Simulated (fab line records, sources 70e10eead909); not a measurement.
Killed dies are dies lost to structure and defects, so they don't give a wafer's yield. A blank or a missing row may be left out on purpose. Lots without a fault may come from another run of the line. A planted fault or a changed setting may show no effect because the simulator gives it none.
Which tool did it? | flow nand_harc | 7 lots, 21 wafers sampled, at 2 steps of a route of 1302

WHAT THE GAUGES READ, wafer by wafer
NHARC_THIN_TSV_CD_MEAS_12: target cd 1000 nm.
lot  | measured     | on        | cd_nm (nm)
L243 | day 24 11:36 | cd_sem-03 | 1001.1 1001.6 1001.8
L245 | day 25 09:22 | cd_sem-03 | 1000.0 1000.1 999.1
L246 | day 26 04:11 | cd_sem-03 | 1002.8 1003.9 1002.8
L251 | day 27 20:48 | cd_sem-02 | 1001.5 1005.0 1000.6
L255 | day 29 22:46 | cd_sem-01 | 1002.8 1004.9 1002.6
L260 | day 32 02:26 | cd_sem-02 | 1001.2 1001.3 1000.5
L262 | day 33 10:46 | cd_sem-03 | 1003.0 1003.9 1001.5

WHICH TOOL RAN EACH LOT (tool, then ch and the chambers of the sampled wafers, then the start)
lot  | NHARC_A_CONTACT_ETCH_114
L243 | har_cap_etch-02 ch 1, day 22 00:25
L245 | har_cap_etch-03 ch 0,1, day 23 04:16
L246 | har_cap_etch-03 ch 0,1, day 23 21:23
L251 | har_cap_etch-03 ch 0,1, day 25 17:21
L255 | har_cap_etch-03 ch 1, day 27 13:07
L260 | har_cap_etch-03 ch 0,1, day 29 16:20
L262 | har_cap_etch-03 ch 0,1, day 31 03:05
- NHARC_A_CONTACT_ETCH_114: etches the open film in C4F8/O2/Ar, time 190 s, target depth 1850 nm.

THE ANSWER, worked out from the rows above alone
Rule: what is usual is taken from the lots themselves. Put in order of their means at a reading, lots are off if they are a third of the lots or fewer, leave a main group of 4 or more, and stand apart from it by a gap of 3 or more times the standard deviation of the main group's means; of several such gaps the widest counts. A main group whose means are all the same, to the digits that the tables above print for the reading, isn't used. A lot without any number at a reading at which 4 lots or more have one is off too. The other lots that the step has rows for count as sound.
No lot is off at any reading shown: from this, nothing can be told.

WHAT THE SIMULATOR HAD PUT IN
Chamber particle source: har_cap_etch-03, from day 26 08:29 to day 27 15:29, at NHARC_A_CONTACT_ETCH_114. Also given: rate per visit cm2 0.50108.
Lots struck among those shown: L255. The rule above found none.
